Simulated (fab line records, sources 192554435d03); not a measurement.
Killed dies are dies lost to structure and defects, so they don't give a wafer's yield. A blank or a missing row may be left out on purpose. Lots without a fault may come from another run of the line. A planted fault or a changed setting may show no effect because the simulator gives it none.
A struck lot beside a sound one | flow n5_finfet | 36 steps out of a route of 1938
Sound: wafers L662.1, L662.2, L662.4. Struck: wafer L678.5. (L678.3, L678.6 of the same lot were not struck and are left out.) The cause comes at the end.
At each step with rows: each side's tool, then ch and its chambers, then its first start. Under that, the readings that differ: sound wafers | struck wafers | difference of the means | sigmas: that difference in standard deviations of wafers without a fault.
alike: readings whose means differ by less than 2 such deviations, and words and numbers that are the same on both sides. not compared: withheld readings, readings that some wafer has no value for, bounds like >300 that may hide the same value, and numbers for which the record gives no deviation and whose values overlap.
The two part at a step that has a row with sigmas, a row that says differs or no value, or rows on one side only. Numbers that don't overlap but have no deviation are shown without sigmas and don't part them. A reading that every wafer of one side lacks parts them only if that side has two wafers or more.

first, 10 steps without rows for these wafers: N5_FIN_SAQP_ETCH_69 (etches SOC in N2/H2, stops on SiNx, target depth 150 nm); N5_FIN_SAQP_ETCH_67 (etches SiNx in CH3F/O2, target depth 30 nm); N5_FIN_SAQP_STRIP_70 (strips in N2/H2); N5_FIN_SAQP_RECESS_71 (chemistry HF/NH3, target SiO2, target depth 3 nm, afs cycles 1, sublimation time 60 s); N5_FIN_SAQP_SPACER2_ALD_28 (deposits SiO2, target thk 8.1 nm, pulse time 1 s, purge time 2 s); N5_FIN_SAQP_SPACER2_ETCHBACK_29 (etches SiO2 in CHF3/O2, target depth 12.2 nm, time 6.1 s); N5_FIN_SAQP_MANDREL2_REMOVE_60 (chemistry HBr/Cl2/O2, target a-Si, stops on SiNx, bt time 10 s); N5_FIN_SAQP_HM_OPEN_33 (chemistry CH3F/O2, target SiNx, target depth 49.4 nm, time 70.6 s); N5_FIN_SAQP_ETCH_34 (etches SiO2 in C4F6/O2, target depth 45 nm, time 15 s); N5_FIN_SAQP_STRIP_77 (strips in N2/H2, time 90 s).
N5_FIN_SAQP_ETCH_64: etches SiO2 in CF4, target depth 1.5 nm.
  sound on rie_si-06 ch 0,1,2, day 2 08:37; struck on rie_si-06 ch 3, day 6 07:33
  reading                                      | sound             | struck | difference | sigmas
  oes_product_au (a.u.)                        | 0.990 1.024 0.985 | 1.280  | +0.280     | +16
  throttle_valve_pct (%)                       | 21.83 21.46 21.68 | 22.16  | +0.50      | +3
  model.SiNx_of_FIN_SAQP_HM_DEP_03.thk_nm (nm) | 32.4 32.6 32.8    | 33     | +0         |
  model.etch.depth_nm (nm)                     | 1.497 1.494 1.52  | 2.278  | +0.774     |
  alike: drypump_motor_current_A, he_backside_leak_sccm, rf_fwd_power_W
  not compared: rf_hours_counter_h
then, 23 steps without rows for these wafers: N5_FIN_SAQP_FIN_ETCH_36 (etches the open film in HBr/Cl2/O2, target depth 120 nm, time 50.4 s); N5_FIN_SAQP_PRECLEAN_38 (cleans in O3/DIW, time 45 s); N5_FIN_SAQP_PRECLEAN_45 (cleans in dHF, time 10 s); N5_FIN_SAQP_SRD_39 (time 30 s); N5_FIN_CUT_COAT_18 (time 60 s, resist thk 230 nm); N5_FIN_CUT_COAT_19 (time 60 s, resist thk 20 nm); N5_FIN_CUT_COAT_29 (time 60 s, resist thk 10 nm); N5_FIN_CUT_COAT_02 (resist thk 30 nm); N5_FIN_CUT_EBR_04; N5_FIN_CUT_SOFTBAKE_03 (time 60 s); N5_FIN_CUT_EXPOSE_05 (exposes mask FIN CUT); N5_FIN_CUT_PEB_06 (peb time 60 s); N5_FIN_CUT_DEVELOP_07 (develop time 30 s); N5_FIN_CUT_DESCUM_13 (chemistry O2, time 7 s); N5_FIN_CUT_ETCH_30 (etches underlayer in N2/H2, target depth 13 nm, time 10.4 s); N5_FIN_CUT_ETCH_20 (etches SiARC in CF4, target depth 26 nm, time 43.3 s); N5_FIN_CUT_ETCH_21 (etches SOC in N2/H2, target depth 219 nm, overetch 43.8 nm, time 523.5 s); N5_FIN_CUT_STRIP_23 (strips in N2/H2); N5_FIN_CUT_STRIP_31 (strips in N2/H2); N5_FIN_CUT_STRIP_24 (strips in CF4); N5_FIN_CUT_CUT_ETCH_26 (etches SiNx in CH3F/O2, target depth 39 nm, time 55.7 s); N5_FIN_CUT_CUT_ETCH_27 (etches SiO2 in CHF3/O2, target depth 4 nm, overetch 2 nm, time 4.9 s); N5_FIN_CUT_PRECLEAN_35 (cleans in vHF, time 13.3 s).
N5_STI_FIN_REVEAL_RECESS_09: chemistry HF/NH3, target SiO2, afs cycles 11, target depth 42.5 nm, sublimation time 60 s.
  sound on vapor_etch-02 ch 0,1, day 2 16:51; struck on vapor_etch-01 ch 0, day 6 15:46
  alike: drypump_motor_current_A
  not compared: model.SiNx_of_FIN_SAQP_HM_DEP_03.thk_nm
-- the record jumps here: 6 days lie between the struck wafers' starts before and after (it left off in module STI_FIN_REVEAL and takes up again in module BEOL_M4, whose first step shown is number 1111 of the route) --
N5_BEOL_M4_RC_MEAS_101:
  sound on prober-02 ch 0, day 8 01:46; struck on prober-02 ch 0, day 13 00:07
  alike: DIBL_N, DIBL_P, IOFF_N, IOFF_P, ION_N, ION_P, SS_N, SS_P, VT_N, VT_P

WHERE THEY PART
Only at N5_FIN_SAQP_ETCH_64, within this record. Later steps at which nothing parts them and some readings are alike: N5_STI_FIN_REVEAL_RECESS_09, N5_BEOL_M4_RC_MEAS_101.

WHY: what the simulator had put in
Process parameter drift: rie_si-06, from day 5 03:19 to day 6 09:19, at N5_FIN_SAQP_ETCH_64. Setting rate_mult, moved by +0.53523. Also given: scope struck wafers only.
